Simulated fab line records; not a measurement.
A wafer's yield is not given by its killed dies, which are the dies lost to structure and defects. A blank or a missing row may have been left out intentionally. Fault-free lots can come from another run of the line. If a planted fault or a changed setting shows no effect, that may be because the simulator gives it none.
Split-lot study | flow n5_finfet | 21 wafers read from 7 lots, route of 1938 steps

== SPLIT DETAILS ==
At N5_BEOL_M15_ETCH_61 (etches BARC in N2/H2, target depth 89 nm, overetch 26.7 nm, time 67.9 s), the setting time_s was moved away from the recipe's 67.9 s on 6 of the 21 wafers read, by -17.4% to +18.1%. This setting was run at the recipe's value on the other wafers.

The split's own step is where the reading is taken.

== THE READING ==
coat_of_BEOL_M15_COAT_22.thk_nm (the simulator's own value, which no gauge read), in nm, at N5_BEOL_M15_ETCH_61 (etches BARC in N2/H2, target depth 89 nm, overetch 26.7 nm, time 67.9 s). The file gives no usual value for it. Across the 15 wafers here that went through the recipe, the average is 719.5 nm and the standard deviation 1.9 nm.

wafer  | tool, chamber at the split | time_s as run, s | against the recipe | coat_of_BEOL_M15_COAT_22.thk_nm, nm | against lot-mates on the recipe
L074.1 | rie_diel-05, 3             | 67.9             | recipe             | 720.4                               | -
L074.3 | rie_diel-05, 0             | 67.9             | recipe             | 721.6                               | -
L074.6 | rie_diel-05, 3             | 80.2             | +18.1%             | 707                                 | -14.0
L080.1 | rie_diel-05, 3             | 67.9             | recipe             | 719.8                               | -
L080.2 | rie_diel-05, 2             | 67.9             | recipe             | 723                                 | -
L080.6 | rie_diel-05, 3             | 67.9             | recipe             | 719.2                               | -
L087.2 | rie_diel-05, 2             | 57.31            | -15.6%             | 726.4                               | +8.4
L087.4 | rie_diel-05, 3             | 67.9             | recipe             | 718                                 | -
L087.5 | rie_diel-05, 0             | 57.31            | -15.6%             | 726.4                               | +8.4
L090.1 | rie_diel-04, 3             | 67.9             | recipe             | 716                                 | -
L090.3 | rie_diel-04, 1             | 67.9             | recipe             | 719                                 | -
L090.6 | rie_diel-04, 3             | 67.9             | recipe             | 716.8                               | -
L088.2 | rie_diel-03, 2             | 67.9             | recipe             | 721                                 | -
L088.5 | rie_diel-03, 3             | 75.99            | +11.9%             | 708                                 | -13.0
L088.6 | rie_diel-03, 0             | 67.9             | recipe             | 721                                 | -
L095.3 | rie_diel-03, 0             | 56.1             | -17.4%             | 728.6                               | +10.4
L095.4 | rie_diel-03, 1             | 56.1             | -17.4%             | 727.8                               | +9.6
L095.6 | rie_diel-03, 0             | 67.9             | recipe             | 718.2                               | -
L093.1 | rie_diel-03, 3             | 67.9             | recipe             | 717.6                               | -
L093.4 | rie_diel-03, 0             | 67.9             | recipe             | 721.2                               | -
L093.6 | rie_diel-03, 2             | 67.9             | recipe             | 719                                 | -

FIT RESULTS
A straight line over all 21 wafers: coat_of_BEOL_M15_COAT_22.thk_nm changes by -0.58 nm for each +1% of time_s; r = -0.93; the points scatter about the line by 2.1 nm.
The same after taking each lot's own level away (the mean of its wafers on the recipe; 21 wafers): -0.668 nm for each +1%; r = -0.96; scatter 1.7 nm.
The reading moves by 12 nm for the largest change in time_s, on that fit.
From 717.27 to 721.00 nm: that is the span of the lots' own levels, equal to 2.0 times the standard deviation above.
In other words, the slope is changed by the lot-to-lot level; the two fits disagree.
Check: with one of the wafers moved furthest among these (+18.1%) left out of the fit, the line predicts -12.2 nm for it against its lot-mates. It came out at -14 nm against them.

== FURTHER SPLITS ON THESE WAFERS ==
Other splits were also applied to these wafers ahead of the reading. Each is held against what the fit with the lots' levels taken away leaves over:
other split on the same wafers    | wafers away from the commonest value | r with coat_of_BEOL_M15_COAT_22.thk_nm (lot level and that fit taken away)
N5_BEOL_M13_EXPOSE_25 dose_mj     | 9                                    | -0.07
N5_BEOL_M13_DESCUM_33 time_s      | 7                                    | -0.43
N5_BEOL_M14_TRENCH_ETCH_34 time_s | 5                                    | -0.09
N5_BEOL_M14_SPUTTER_45 time_s     | 6                                    | -0.09
N5_BEOL_M15_PEB_26 peb_temp_c     | 8                                    | -0.26

== FILE'S OWN FIT ==
coat_of_BEOL_M15_COAT_22.thk_nm changes by -0.702 nm for each +1% of time_s, r = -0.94.
